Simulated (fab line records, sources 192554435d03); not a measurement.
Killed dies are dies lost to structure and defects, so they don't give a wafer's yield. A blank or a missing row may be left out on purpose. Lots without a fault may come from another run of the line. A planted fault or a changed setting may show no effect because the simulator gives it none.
fab line records | flow n5_finfet
record lots=23 wafers=69 last_day=18
route steps=1938 shown BEOL_M0_SAQP@636 BEOL_M0_CUTY@712 BEOL_M0@732
lots that met no fault: from a run of the same line without faults
start_h: hours from the record's first day to the start of the lot's first wafer shown | wait_h: hours since the lot's step before | " the same as in the row above | L1.1+2: a row that stands for several wafers | - no value, or no start given | * or withheld: withheld | < > ~ a bound
route shown NAME@n: a module of which the file shows steps, and the number in the route of the first | usual: mean/standard deviation of fault-free wafers | same: alike in all rows | chamber/n: place in a boat | sites: the reading at each site | _std_site: their standard deviation | _edge_site: outer sites' mean less inner sites' | radius_mm: how far each site lies from the wafer's centre | mask NAME#n: copy n | behind: the tool/chamber that last shaped the wafer | hold: why the lot was held/for how many hours/how that ended | device: the transistor (n, p or np) that didn't switch | end of line: the same wafers' tests at the end of the route | a step without rows: its recipe alone | killed: dies lost to structure and defects at the first sort, not the wafer's yield | map: a wafer's dies, x killed, . not, _ none there
set.NAME: the setting as run; set.NAME@STEP: as run at that earlier step | model.NAME: the simulator's own value behind a step, which no gauge read
steps of the route over a sample of lots; a table a step, a row a wafer
services: from which hour (start_h, from the record's first day; less than 0 if before it) a tool's chamber was out of use, for how many hours, and why
## steps
# step N5_BEOL_M0_SAQP_PECVD_96
# recipe material=a-Si target_thk_a=450 temp_c=350 precursor=SiH4/He pressure_torr=3 rf_w=100 time_s=45.2
# usual heater_power_w=599/84 rf_fwd_power_W=99.2/0.37 showerhead_plenum_p_Torr=5.676/0.014 throttle_valve_pct=18.4/1.3
# columns lot.wafer tool chamber start_h wait_h heater_power_w rf_fwd_power_W showerhead_plenum_p_Torr throttle_valve_pct
L074.3 pecvd-02 2 110.01 0.0 525 99.5 5.681 16.4
L074.4 " 0 " " 566 99.0 5.687 18.0
L074.5 " 1 " " 667 98.5 5.656 18.3
L075.1 pecvd-02 1 114.35 0.0 736 99.2 5.636 18.2
L075.3 " 2 " " 507 99.5 5.685 16.7
L075.6 " 0 " " 636 98.7 5.700 18.1
L076.1 pecvd-01 2 123.69 0.0 562 99.1 5.681 16.1
L076.3 " 0 " " 644 98.9 5.688 19.5
L076.4 " 1 " " 562 99.7 5.662 18.6
L077.1 pecvd-02 0 127.88 0.0 645 99.5 5.698 18.0
L077.3 " 1 " " 694 99.0 5.652 18.2
L077.6 " 1 " " 710 99.3 5.665 18.4
L079.1 pecvd-03 1 140.52 0.0 539 99.2 5.669 20.3
L079.4 " 1 " " 548 98.9 5.680 20.2
L079.6 " 2 " " 772 99.5 5.670 17.9
L078.1 pecvd-02 0 141.39 0.0 648 99.0 5.703 17.9
L078.4 " 1 " " 756 99.6 5.652 18.2
L078.5 " 2 " " 493 99.5 5.681 16.6
L080.1 pecvd-01 1 144.70 0.0 537 99.5 5.670 18.8
L080.3 " 0 " " 585 99.5 5.686 19.4
L080.5 " 0 " " 620 99.3 5.690 19.4
L081.1 pecvd-03 2 148.30 0.0 729 99.5 5.664 18.2
L081.2 " 1 " " 600 98.7 5.667 20.1
L081.5 " 2 " " 726 99.7 5.655 18.0
L082.1 pecvd-01 2 164.36 0.0 656 98.6 5.688 16.2
L082.5 " 1 " " 556 99.8 5.641 18.9
L082.6 " 2 " " 644 98.7 5.673 16.4
L083.4 pecvd-03 1 169.32 0.0 529 98.0 5.664 19.9
L083.5 " 0 " " 528 99.2 5.672 19.3
L083.6 " 2 " " 778 99.3 5.679 17.8
L084.2 pecvd-03 1 173.11 0.0 584 99.0 5.663 20.2
L084.4 " 0 " " 510 99.0 5.683 19.5
L084.5 " 2 " " 795 99.4 5.673 18.1
L085.2 pecvd-01 0 184.35 0.0 599 99.3 5.694 19.3
L085.4 " 1 " " 547 99.9 5.668 18.7
L085.6 " 2 " " 599 98.8 5.691 16.5
L086.1 pecvd-03 1 188.14 0.0 597 99.3 5.659 20.3
L086.2 " 0 " " 497 99.4 5.680 19.5
L086.3 " 0 " " 515 99.0 5.681 19.7
L087.1 pecvd-03 0 191.00 0.0 530 99.0 5.666 19.5
L087.2 " 1 " " 581 98.9 5.661 20.1
L087.6 " 1 " " 582 98.8 5.685 20.2
L088.1 pecvd-01 2 194.23 0.0 639 98.4 5.691 16.1
L088.4 " 0 " " 545 98.9 5.694 19.8
L088.6 " 1 " " 558 99.3 5.667 18.9
L089.2 pecvd-01 1 197.85 0.0 490 99.4 5.685 18.9
L089.3 " 2 " " 620 99.0 5.688 16.2
L089.5 " 2 " " 620 99.4 5.695 16.3
L090.3 pecvd-01 0 201.61 0.0 585 99.3 5.699 19.4
L090.4 " 0 " " 556 99.1 5.690 19.2
L090.5 " 1 " " 480 99.6 5.652 18.6
L091.2 pecvd-02 2 210.56 0.0 554 99.5 5.680 16.3
L091.4 " 2 " " 455 99.9 5.681 16.6
L091.6 " 0 " " 623 98.8 5.691 18.2
L092.2 pecvd-02 2 213.56 0.0 464 99.6 5.665 16.7
L092.3 " 0 " " 655 98.7 5.708 18.1
L092.5 " 2 " " 478 99.4 5.666 16.5
L093.1 pecvd-01 2 224.03 0.0 659 99.5 5.698 16.5
L093.4 " 1 " " 531 99.5 5.678 18.9
L093.6 " 0 " " 609 99.4 5.691 19.4
L094.1 pecvd-03 2 227.06 0.0 719 99.6 5.666 18.0
L094.3 " 1 " " 524 99.7 5.660 20.2
L094.4 " 1 " " 521 99.4 5.688 20.2
L095.2 pecvd-03 0 237.89 0.0 509 99.5 5.678 19.4
L095.3 " 1 " " 600 98.8 5.684 20.1
L095.4 " 0 " " 520 99.2 5.683 19.4
L097.2 pecvd-01 2 251.62 0.0 617 99.4 5.677 16.4
L097.3 " 0 " " 574 98.9 5.679 19.4
L097.4 " 2 " " 616 99.5 5.693 16.1
# step N5_BEOL_M0_SAQP_PECVD_97
# recipe material=SiNx target_thk_a=230 temp_c=350 precursor=SiH4/NH3/N2 pressure_torr=1.5 rf_w=300 time_s=19.9
# usual heater_power_w=526/77 rf_fwd_power_W=297.0/1.1 showerhead_plenum_p_Torr=5.153/0.016 throttle_valve_pct=40.4/2.8
# columns lot.wafer tool chamber start_h wait_h heater_power_w rf_fwd_power_W showerhead_plenum_p_Torr throttle_valve_pct
L074.3 pecvd-02 2 110.06 0.0 448 297.8 5.145 36.1
L074.4 " 0 " " 538 297.0 5.169 39.4
L074.5 " 1 " " 647 296.9 5.127 40.1
L075.1 pecvd-02 1 114.40 0.0 665 294.9 5.135 40.0
L075.3 " 2 " " 441 297.2 5.164 36.2
L075.6 " 0 " " 576 294.5 5.178 39.1
L076.1 pecvd-01 2 123.74 0.0 586 296.9 5.191 35.5
L076.3 " 0 " " 527 297.8 5.160 42.8
L076.4 " 1 " " 463 297.1 5.142 41.1
L077.1 pecvd-02 0 127.93 0.0 562 296.2 5.182 39.2
L077.3 " 1 " " 637 298.4 5.120 40.1
L077.6 " 1 " " 646 296.0 5.128 40.0
L079.1 pecvd-03 1 140.57 0.0 514 296.3 5.149 44.1
L079.4 " 1 " " 509 297.0 5.138 44.4
L079.6 " 2 " " 644 298.3 5.135 39.5
L078.1 pecvd-02 0 141.44 0.0 546 295.1 5.161 39.4
L078.4 " 1 " " 648 296.4 5.124 40.1
L078.5 " 2 " " 466 296.8 5.171 36.1
L080.1 pecvd-01 1 144.75 0.0 493 298.9 5.155 41.1
L080.3 " 0 " " 531 296.2 5.177 42.6
L080.5 " 0 " " 538 296.8 5.176 42.6
L081.1 pecvd-03 2 148.35 0.0 697 298.0 5.153 39.6
L081.2 " 1 " " 529 296.3 5.146 44.3
L081.5 " 2 " " 715 298.5 5.137 39.2
L082.1 pecvd-01 2 164.41 0.0 509 295.9 5.174 35.5
L082.5 " 1 " " 481 298.2 5.134 41.4
L082.6 " 2 " " 497 295.9 5.168 35.7
L083.4 pecvd-03 1 169.37 0.0 483 295.8 5.153 44.5
L083.5 " 0 " " 451 296.4 5.157 43.0
L083.6 " 2 " " 717 297.3 5.138 39.9
L084.2 pecvd-03 1 173.16 0.0 486 295.3 5.156 44.3
L084.4 " 0 " " 440 295.6 5.153 43.0
L084.5 " 2 " " 700 297.4 5.147 39.9
L085.2 pecvd-01 0 184.39 0.0 587 296.8 5.172 42.8
L085.4 " 1 " " 431 298.0 5.140 41.1
L085.6 " 2 " " 534 295.4 5.163 35.4
L086.1 pecvd-03 1 188.21 0.0 513 298.8 5.144 44.0
L086.2 " 0 " " 422 296.9 5.148 42.6
L086.3 " 0 " " 419 296.3 5.140 42.7
L087.1 pecvd-03 0 191.07 0.0 408 297.8 5.143 42.6
L087.2 " 1 " " 521 295.0 5.142 44.3
L087.6 " 1 " " 523 295.7 5.140 44.3
L088.1 pecvd-01 2 194.27 0.0 537 297.0 5.186 35.4
L088.4 " 0 " " 482 298.2 5.155 42.6
L088.6 " 1 " " 458 296.7 5.135 41.2
L089.2 pecvd-01 1 197.90 0.0 443 297.2 5.130 40.9
L089.3 " 2 " " 511 296.8 5.164 35.5
L089.5 " 2 " " 515 297.4 5.182 35.6
L090.3 pecvd-01 0 201.65 0.0 515 296.3 5.160 42.7
L090.4 " 0 " " 540 297.1 5.173 42.6
L090.5 " 1 " " 411 298.7 5.135 41.2
L091.2 pecvd-02 2 210.60 0.0 388 298.4 5.163 36.6
L091.4 " 2 " " 393 296.5 5.182 36.3
L091.6 " 0 " " 574 294.5 5.190 39.7
L092.2 pecvd-02 2 213.61 0.0 473 298.1 5.164 36.4
L092.3 " 0 " " 582 295.6 5.166 39.5
L092.5 " 2 " " 468 298.2 5.159 36.6
L093.1 pecvd-01 2 224.07 0.0 566 294.8 5.174 35.8
L093.4 " 1 " " 469 297.5 5.150 41.3
L093.6 " 0 " " 539 296.2 5.176 42.8
L094.1 pecvd-03 2 227.11 0.0 636 298.7 5.151 39.9
L094.3 " 1 " " 490 297.5 5.138 44.3
L094.4 " 1 " " 497 298.1 5.132 44.4
L095.2 pecvd-03 0 237.94 0.0 461 297.9 5.128 43.1
L095.3 " 1 " " 452 297.5 5.153 44.1
L095.4 " 0 " " 461 298.1 5.149 42.8
L097.2 pecvd-01 2 251.67 0.0 570 297.5 5.168 35.6
L097.3 " 0 " " 512 297.4 5.161 42.6
L097.4 " 2 " " 571 297.0 5.164 35.9
# step N5_BEOL_M0_SAQP_OVL_MEAS_41
# recipe points_per_wafer=522
# usual M0_CUT1_OVL=-0.5/0.8
# columns lot.wafer tool chamber start_h wait_h M0_CUT1_OVL[nm]
L074.3 overlay-01 0 114.57 0.0 -2.9
L074.4 " 0 " " -2.2
L074.5 " 0 " " -2.2
L075.1 overlay-02 0 119.31 0.0 0.5
L075.3 " 0 " " -0.2
L075.6 " 0 " " -0.3
L076.1 overlay-02 0 128.34 0.0 0.0
L076.3 " 0 " " 0.3
L076.4 " 0 " " 1.2
L077.1 overlay-01 0 132.91 0.0 -0.6
L077.3 " 0 " " -0.7
L077.6 " 0 " " -0.4
L079.1 overlay-01 0 145.58 0.0 -0.5
L079.4 " 0 " " -1.0
L079.6 " 0 " " 0.6
L078.1 overlay-01 0 146.09 0.0 0.4
L078.4 " 0 " " -0.3
L078.5 " 0 " " 0.8
L080.1 overlay-02 0 149.95 0.0 -0.8
L080.3 " 0 " " -1.0
L080.5 " 0 " " -0.6
L081.1 overlay-01 0 152.72 0.0 -0.8
L081.2 " 0 " " -0.2
L081.5 " 0 " " -1.3
L082.1 overlay-01 0 169.63 0.0 0.3
L082.5 " 0 " " -0.3
L082.6 " 0 " " 0.0
L083.4 overlay-01 0 173.65 0.0 0.3
L083.5 " 0 " " 1.4
L083.6 " 0 " " 0.2
L084.2 overlay-02 0 178.26 0.0 -1.0
L084.4 " 0 " " -0.2
L084.5 " 0 " " 0.0
L085.2 overlay-02 0 189.66 0.0 -1.0
L085.4 " 0 " " -0.9
L085.6 " 0 " " -0.6
L086.1 overlay-02 0 192.98 0.0 0.4
L086.2 " 0 " " -0.5
L086.3 " 0 " " -0.3
L087.1 overlay-01 0 195.97 0.0 -0.2
L087.2 " 0 " " -0.6
L087.6 " 0 " " -1.6
L088.1 overlay-02 0 199.07 0.0 0.0
L088.4 " 0 " " -0.8
L088.6 " 0 " " -0.6
L089.2 overlay-01 0 204.95 0.0 -1.2
L089.3 " 0 " " 0.0
L089.5 " 0 " " -0.1
L090.3 overlay-02 0 207.05 0.0 -0.8
L090.4 " 0 " " -1.6
L090.5 " 0 " " -1.2
L091.2 overlay-01 0 215.37 0.0 -1.0
L091.4 " 0 " " -0.1
L091.6 " 0 " " -1.0
L092.2 overlay-02 0 218.73 0.0 -0.2
L092.3 " 0 " " -1.3
L092.5 " 0 " " -1.2
L093.1 overlay-01 0 231.73 0.0 -0.2
L093.4 " 0 " " -0.9
L093.6 " 0 " " -0.7
L094.1 overlay-02 0 233.00 0.0 -1.0
L094.3 " 0 " " -0.1
L094.4 " 0 " " -0.9
L095.2 overlay-02 0 244.40 0.0 0.1
L095.3 " 0 " " -1.0
L095.4 " 0 " " -0.5
L097.2 overlay-01 0 256.10 0.0 0.3
L097.3 " 0 " " 1.4
L097.4 " 0 " " 0.7
# step N5_BEOL_M0_SAQP_ETCH_49
# recipe chemistry=CF4/O2 target_depth_a=370 target=SiO2 pressure_mtorr=40 source_w=535 bias_w=49 Ar_flow_sccm=100 cf4_flow_sccm=100 O2_flow_sccm=10 ion_energy_ev=100
# usual drypump_motor_current_A=5.8/0.56 oes_product_au=0.79/0.099 rf_fwd_power_W=532.7/1.8 rf_vpp_V=241/3 showerhead_plenum_p_Torr=2.22/0.083 throttle_valve_pct=15.82/0.21
# columns lot.wafer tool chamber start_h wait_h drypump_motor_current_A oes_product_au rf_fwd_power_W rf_hours_counter_h rf_vpp_V showerhead_plenum_p_Torr throttle_valve_pct
L074.3 rie_diel-03 1 115.46 0.3 6.1 0.75 534.3 129 244 2.30 15.94
L074.4 " 3 " " 6.5 0.69 535.1 248 240 2.09 15.95
L074.5 " 1 " " 6.1 0.75 533.7 - 244 2.30 15.92
L075.1 rie_diel-04 0 120.21 0.3 5.3 0.79 535.0 135 238 2.30 15.97
L075.3 " 3 " " 6.8 0.70 534.0 188 237 2.11 15.74
L075.6 " 1 " " 5.4 0.69 529.2 - 243 2.27 16.12
L076.1 rie_diel-01 3 129.96 0.6 6.2 0.80 532.4 89 246 2.14 15.61
L076.3 " 2 " " 6.6 0.68 531.0 232 239 2.17 16.18
L076.4 " 1 " " 4.7 0.68 534.2 245 243 2.26 16.20
L077.1 rie_diel-01 2 134.15 0.3 6.6 0.68 532.7 235 240 2.17 16.20
L077.3 " 0 " " 5.9 0.98 534.6 6 238 2.34 15.53
L077.6 " 0 " " 5.8 0.99 534.9 - 237 2.34 15.51
L079.1 rie_diel-03 1 146.76 0.3 6.1 0.73 533.6 135 247 2.30 15.95
L079.4 " 0 " " 5.1 0.74 530.3 - 238 2.12 15.74
L079.6 " 2 " " 5.5 0.74 531.6 - 241 2.20 15.98
L078.1 rie_diel-03 1 147.30 0.4 6.1 0.74 531.3 135 245 2.30 15.92
L078.4 " 2 " " 5.5 0.73 532.5 175 240 2.20 15.97
L078.5 " 2 " " 5.5 0.73 533.3 - 241 2.20 15.97
L080.1 rie_diel-01 0 150.85 0.3 5.9 0.97 531.2 11 236 2.34 15.52
L080.3 " 3 " " 6.2 0.79 533.3 97 245 2.13 15.62
L080.5 " 0 " " 5.8 0.97 530.0 - 238 2.34 15.53
L081.1 rie_diel-04 2 153.70 0.3 6.1 0.72 533.5 216 241 2.18 16.03
L081.2 " 3 " " 6.7 0.70 529.7 203 239 2.10 15.76
L081.5 " 2 " " 6.1 0.72 530.6 - 239 2.18 16.02
L082.1 rie_diel-04 3 170.59 0.3 6.8 0.68 530.6 211 237 2.10 15.80
L082.5 " 0 " " 5.4 0.78 533.4 - 239 2.29 16.00
L082.6 " 3 " " 6.8 0.68 529.6 - 237 2.10 15.75
L083.4 rie_diel-03 2 175.82 0.1 5.4 0.73 531.4 - 240 2.20 15.98
L083.5 " 3 " " 6.4 0.92 530.2 - 245 2.34 15.47
L083.6 " 0 " " 5.1 0.74 534.5 - 237 2.12 15.78
L084.2 rie_diel-03 3 179.35 0.3 6.4 0.93 528.6 10 245 2.34 15.46
L084.4 " 0 " " 5.1 0.73 533.3 - 237 2.12 15.75
L084.5 " 3 " " 6.4 0.94 530.4 - 245 2.34 15.48
L085.2 rie_diel-01 1 190.74 0.3 4.7 0.95 533.3 9 241 2.26 15.74
L085.4 " 0 " " 5.9 0.93 530.8 - 237 2.33 15.57
L085.6 " 3 " " 6.2 0.78 532.6 - 244 2.13 15.65
L086.1 rie_diel-04 1 193.88 0.3 5.4 0.94 530.9 12 243 2.26 15.71
L086.2 " 0 " " 5.3 0.77 534.5 161 238 2.29 16.00
L086.3 " 2 " " 6.1 0.71 534.9 231 241 2.18 16.06
L087.1 rie_diel-03 1 196.97 0.3 6.1 0.74 532.0 146 245 2.29 15.96
L087.2 " 3 " " 6.4 0.92 532.2 16 246 2.34 15.48
L087.6 " 0 " " 5.2 0.73 532.6 - 239 2.12 15.74
L088.1 rie_diel-03 1 201.27 0.3 6.1 0.72 531.8 148 245 2.29 15.97
L088.4 " 2 " " 5.5 0.72 535.5 192 239 2.19 15.99
L088.6 " 2 " " 5.4 0.72 534.5 - 239 2.19 16.01
L089.2 rie_diel-03 1 205.85 0.3 6.1 0.72 534.9 149 246 2.29 15.96
L089.3 " 2 " " 5.4 0.72 531.6 194 240 2.19 15.99
L089.5 " 3 " " 6.4 0.91 532.2 - 246 2.34 15.48
L090.3 rie_diel-04 2 207.94 0.3 6.1 0.71 531.5 237 239 2.18 16.07
L090.4 " 3 " " 6.7 0.68 530.4 221 235 2.10 15.79
L090.5 " 2 " " 6.1 0.70 535.6 - 240 2.18 16.06
L091.2 rie_diel-01 3 216.43 0.3 6.2 0.77 532.7 124 246 2.12 15.69
L091.4 " 2 " " 6.5 0.95 536.3 - 238 2.16 15.73
L091.6 " 0 " " 5.8 0.91 533.3 - 236 2.33 15.60
L092.2 rie_diel-04 1 221.34 0.3 5.4 0.92 529.5 20 240 2.25 15.73
L092.3 " 3 " " 6.8 0.68 535.5 224 237 2.10 15.81
L092.5 " 2 " " 6.1 0.70 530.8 - 239 2.17 16.08
L093.1 rie_diel-04 1 232.72 0.4 5.4 0.91 533.0 26 243 2.25 15.72
L093.4 " 2 " " 6.1 0.69 532.0 245 239 2.17 16.09
L093.6 " 1 " " 5.4 0.91 530.7 - 242 2.25 15.73
L094.1 rie_diel-04 3 234.12 0.4 6.8 0.67 530.7 230 238 2.09 15.81
L094.3 " 1 " " 5.4 0.90 533.8 26 242 2.25 15.72
L094.4 " 2 " " 6.1 0.70 531.4 246 240 2.17 16.07
L095.2 rie_diel-01 3 246.82 0.3 6.2 0.76 535.4 129 246 2.12 15.69
L095.3 " 1 " " 4.7 0.92 533.1 18 242 2.25 15.75
L095.4 " 0 " " 5.9 0.90 535.2 43 238 2.33 15.60
L097.2 rie_diel-03 2 256.99 0.3 5.5 0.71 532.9 211 240 2.19 16.04
L097.3 " 0 " " 5.1 0.71 529.0 191 239 2.11 15.79
L097.4 " 3 " " 6.4 0.87 533.4 36 244 2.33 15.51
# step N5_BEOL_M0_CUTY_ETCH_62
# recipe chemistry=CF4 target=SiARC mask_material=CAR-ArF-block time_s=58.5 ion_energy_ev=80 pressure_mtorr=40 source_w=545 bias_w=36 Ar_flow_sccm=100 cf4_flow_sccm=100 ends=cleared
# usual drypump_motor_current_A=5.8/0.49 etch_rf_on_time_s=58.3/1.1 oes_product_au=0.67/0.083 rf_fwd_power_W=538/3.1 rf_vpp_V=184.5/1.2 showerhead_plenum_p_Torr=2.17/0.077 throttle_valve_pct=15.60/0.26
# columns lot.wafer tool chamber start_h wait_h drypump_motor_current_A etch_rf_on_time_s oes_product_au rf_fwd_power_W rf_hours_counter_h rf_vpp_V showerhead_plenum_p_Torr throttle_valve_pct
L074.3 rie_diel-06 1 116.08 0.0 5.9 58.2 0.58 538 229 184.2 2.04 16.17
L074.4 " 3 " " 5.8 57.2 0.80 543 12 186.5 2.27 15.35
L074.5 " 1 " " 5.9 58.6 0.59 535 - 183.6 2.04 16.15
L075.1 rie_diel-02 1 121.66 0.0 6.6 58.6 0.71 540 67 186.8 2.26 15.33
L075.3 " 0 " " 6.4 58.3 0.65 535 152 185.5 2.14 15.41
L075.6 " 1 " " 6.6 59.2 0.70 540 - 184.8 2.26 15.34
L076.1 rie_diel-05 3 130.58 0.0 4.9 59.3 0.61 541 177 183.4 2.22 15.69
L076.3 " 1 " " 5.2 58.1 0.73 539 58 183.6 2.18 15.77
L076.4 " 1 " " 5.2 58.6 0.73 541 - 183.7 2.18 15.78
L077.1 rie_diel-06 2 134.64 0.0 5.1 58.4 0.62 539 172 183.7 2.05 15.89
L077.3 " 1 " " 5.9 58.5 0.57 535 235 182.4 2.03 16.16
L077.6 " 1 " " 5.9 57.8 0.58 537 - 182.9 2.03 16.16
L079.1 rie_diel-05 1 147.25 0.0 5.2 57.9 0.72 540 65 183.7 2.17 15.79
L079.4 " 0 " " 5.9 57.3 0.82 528 12 183.9 2.10 15.16
L079.6 " 2 " " 5.6 58.8 0.80 538 - 185.8 2.28 15.38
L078.1 rie_diel-06 0 147.94 0.0 5.8 58.3 0.59 539 220 183.6 2.11 15.96
L078.4 " 1 " " 5.9 57.8 0.58 535 - 183.0 2.03 16.17
L078.5 " 3 " " 5.7 56.7 0.78 540 - 184.5 2.27 15.38
L080.1 rie_diel-02 3 151.87 0.0 5.8 60.1 0.58 538 223 182.6 2.11 15.69
L080.3 " 1 " " 6.6 58.3 0.71 541 76 185.3 2.25 15.33
L080.5 " 0 " " 6.4 57.8 0.65 536 - 186.1 2.13 15.42
L081.1 rie_diel-05 1 154.46 0.0 5.2 58.7 0.71 541 68 183.7 2.17 15.82
L081.2 " 3 " " 4.9 59.1 0.61 540 187 184.1 2.22 15.69
L081.5 " 1 " " 5.2 58.4 0.71 542 - 184.5 2.17 15.81
L082.1 rie_diel-02 3 171.21 0.0 5.8 59.6 0.57 538 231 184.4 2.11 15.70
L082.5 " 1 " " 6.5 57.9 0.70 539 - 185.2 2.25 15.34
L082.6 " 0 " " 6.3 58.3 0.64 534 - 183.8 2.13 15.42
L083.4 rie_diel-02 3 176.39 0.0 5.8 59.3 0.57 540 233 182.7 2.11 15.70
L083.5 " 0 " " 6.4 57.4 0.64 535 - 184.1 2.13 15.43
L083.6 " 1 " " 6.6 57.4 0.70 539 - 185.2 2.25 15.33
L084.2 rie_diel-05 2 179.96 0.0 5.5 59.0 0.77 535 12 185.2 2.28 15.40
L084.4 " 1 " " 5.2 58.3 0.70 537 79 183.5 2.17 15.83
L084.5 " 3 " " 4.8 60.1 0.59 539 - 184.5 2.21 15.70
L085.2 rie_diel-05 3 191.86 0.0 4.8 59.9 0.60 540 201 185.5 2.21 15.73
L085.4 " 2 " " 5.5 58.6 0.76 535 16 187.1 2.28 15.42
L085.6 " 0 " " 5.9 56.5 0.78 531 - 183.3 2.09 15.20
L086.1 rie_diel-06 3 194.90 0.0 5.8 56.4 0.76 541 42 185.1 2.26 15.40
L086.2 " 0 " " 5.8 58.2 0.58 537 239 182.4 2.10 16.01
L086.3 " 1 " " 5.9 56.3 0.85 536 5 186.2 2.28 15.70
L087.1 rie_diel-05 1 197.59 0.0 5.2 58.6 0.70 542 84 185.4 2.17 15.85
L087.2 " 2 " " 5.6 58.9 0.76 536 18 185.3 2.28 15.42
L087.6 " 3 " " 4.9 60.1 0.59 540 - 185.2 2.21 15.73
L088.1 rie_diel-05 2 201.76 0.0 5.5 58.5 0.76 540 18 185.8 2.28 15.42
L088.4 " 1 " " 5.2 58.5 0.70 540 85 184.2 2.17 15.84
L088.6 " 2 " " 5.6 58.7 0.76 537 - 185.4 2.28 15.41
L089.2 rie_diel-02 2 206.53 0.0 5.9 59.3 0.62 542 202 184.5 2.20 15.59
L089.3 " 0 " " 6.4 58.0 0.64 533 184 183.1 2.13 15.44
L089.5 " 2 " " 5.9 59.4 0.61 541 - 184.5 2.21 15.58
L090.3 rie_diel-02 1 208.56 0.0 6.5 58.0 0.69 540 90 183.4 2.25 15.36
L090.4 " 0 " " 6.3 58.3 0.63 535 185 184.0 2.13 15.44
L090.5 " 3 " " 5.8 59.8 0.57 539 - 184.3 2.10 15.74
L091.2 rie_diel-06 3 217.05 0.0 5.7 56.9 0.74 539 51 185.5 2.26 15.44
L091.4 " 2 " " 5.1 58.5 0.61 539 200 183.1 2.04 15.95
L091.6 " 1 " " 5.9 56.1 0.82 533 - 185.4 2.28 15.72
L092.2 rie_diel-02 2 221.84 0.0 5.9 60.0 0.61 538 207 185.1 2.20 15.59
L092.3 " 1 " " 6.6 58.3 0.69 542 94 186.2 2.25 15.38
L092.5 " 1 " " 6.5 58.7 0.68 539 - 185.9 2.25 15.38
L093.1 rie_diel-06 1 233.81 0.0 5.9 57.4 0.80 534 20 184.5 2.28 15.73
L093.4 " 2 " " 5.1 58.4 0.60 538 205 182.0 2.04 15.97
L093.6 " 0 " " 5.8 58.3 0.58 536 - 184.6 2.10 16.02
L094.1 rie_diel-02 0 235.12 0.0 6.3 58.2 0.62 534 195 185.0 2.12 15.47
L094.3 " 2 " " 5.9 60.1 0.61 539 214 185.4 2.20 15.59
L094.4 " 0 " " 6.3 57.5 0.63 533 - 182.9 2.12 15.47
L095.2 rie_diel-02 1 247.43 0.0 6.5 57.8 0.68 541 105 186.3 2.24 15.40
L095.3 " 0 " " 6.4 58.0 0.62 537 200 186.5 2.12 15.46
L095.4 " 3 " " 5.8 59.3 0.82 538 4 182.7 2.10 15.24
L097.2 rie_diel-05 0 257.61 0.0 5.9 57.0 0.74 530 54 183.1 2.09 15.25
L097.3 " 2 " " 5.5 58.8 0.73 537 39 186.2 2.27 15.46
L097.4 " 3 " " 4.8 59.7 0.58 541 224 185.5 2.20 15.79
# step N5_BEOL_M0_SURFACE_TREAT_137
# recipe gas=Ar time_s=* ion_energy_ev=* ion_current_ma_cm2=0.5 pressure_mtorr=* ar_flow_sccm=30
# usual pressure_mtorr=* throttle_valve_pct=*
# columns lot.wafer tool chamber start_h wait_h pressure_mtorr throttle_valve_pct
L074.3 pvd_sputter-02 - 120.03 0.2 * *
L074.4 " - " " * *
L074.5 " - " " * *
L075.1 pvd_sputter-02 - 123.92 0.4 * *
L075.3 " - " " * *
L075.6 " - " " * *
L076.1 pvd_sputter-03 - 132.42 0.2 * *
L076.3 " - " " * *
L076.4 " - " " * *
L077.1 pvd_sputter-02 - 137.09 0.1 * *
L077.3 " - " " * *
L077.6 " - " " * *
L079.1 pvd_sputter-02 - 150.14 1.5 * *
L079.4 " - " " * *
L079.6 " - " " * *
L078.1 pvd_sputter-03 - 152.92 0.2 * *
L078.4 " - " " * *
L078.5 " - " " * *
L080.1 pvd_sputter-01 - 155.54 0.1 * *
L080.3 " - " " * *
L080.5 " - " " * *
L081.1 pvd_sputter-01 - 158.78 0.1 * *
L081.2 " - " " * *
L081.5 " - " " * *
L082.1 pvd_sputter-02 - 174.49 0.4 * *
L082.5 " - " " * *
L082.6 " - " " * *
L083.4 pvd_sputter-01 - 182.45 0.3 * *
L083.5 " - " " * *
L083.6 " - " " * *
L084.2 pvd_sputter-03 - 184.71 0.2 * *
L084.4 " - " " * *
L084.5 " - " " * *
L085.2 pvd_sputter-02 - 195.33 0.2 * *
L085.4 " - " " * *
L085.6 " - " " * *
L086.1 pvd_sputter-03 - 200.02 1.1 * *
L086.2 " - " " * *
L086.3 " - " " * *
L088.1 pvd_sputter-01 - 203.99 0.2 * *
L088.4 " - " " * *
L088.6 " - " " * *
L087.1 pvd_sputter-01 - 204.72 0.7 * *
L087.2 " - " " * *
L087.6 " - " " * *
L090.3 pvd_sputter-03 - 211.72 0.2 * *
L090.4 " - " " * *
L090.5 " - " " * *
L089.2 pvd_sputter-03 - 212.38 0.7 * *
L089.3 " - " " * *
L089.5 " - " " * *
L091.2 pvd_sputter-01 - 221.26 0.1 * *
L091.4 " - " " * *
L091.6 " - " " * *
L092.2 pvd_sputter-03 - 224.12 0.2 * *
L092.3 " - " " * *
L092.5 " - " " * *
L093.1 pvd_sputter-01 - 239.07 0.1 * *
L093.4 " - " " * *
L093.6 " - " " * *
L094.1 pvd_sputter-01 - 239.75 0.6 * *
L094.3 " - " " * *
L094.4 " - " " * *
L095.2 pvd_sputter-02 - 253.33 0.2 * *
L095.3 " - " " * *
L095.4 " - " " * *
L097.2 pvd_sputter-01 - 261.98 0.2 * *
L097.3 " - " " * *
L097.4 " - " " * *
## services
# columns tool chamber start_h hours kind
pecvd-02 0 95.91 5.0 scheduled_down
rie_diel-06 1 99.50 6.9 repair
pvd_sputter-02 - 104.76 2.3 repair
pecvd-03 1 118.11 - calibration
rie_diel-03 - 123.29 14.6 pm
rie_diel-04 2 124.85 24.6 repair
pecvd-02 0 129.75 2.1 scheduled_down
pecvd-01 - 146.33 0.9 repair
rie_diel-04 0 161.53 6.6 repair
rie_diel-03 1 175.27 12.3 repair
pecvd-02 - 181.36 28.1 pm
pecvd-03 2 185.47 8.2 repair
pecvd-03 - 193.15 14.6 pm
rie_diel-04 3 193.45 8.9 repair
rie_diel-06 0 200.31 15.8 repair
rie_diel-04 - 211.67 2.8 pm
rie_diel-01 - 217.33 9.7 repair
rie_diel-04 - 217.33 2.1 repair
pecvd-03 - 228.69 2.8 pm
pecvd-01 0 229.86 2.1 scheduled_down
rie_diel-01 - 229.97 2.8 pm
pecvd-01 - 232.63 14.6 pm
rie_diel-04 1 239.23 6.4 repair
pecvd-03 0 253.32 2.1 scheduled_down
## key
fault none
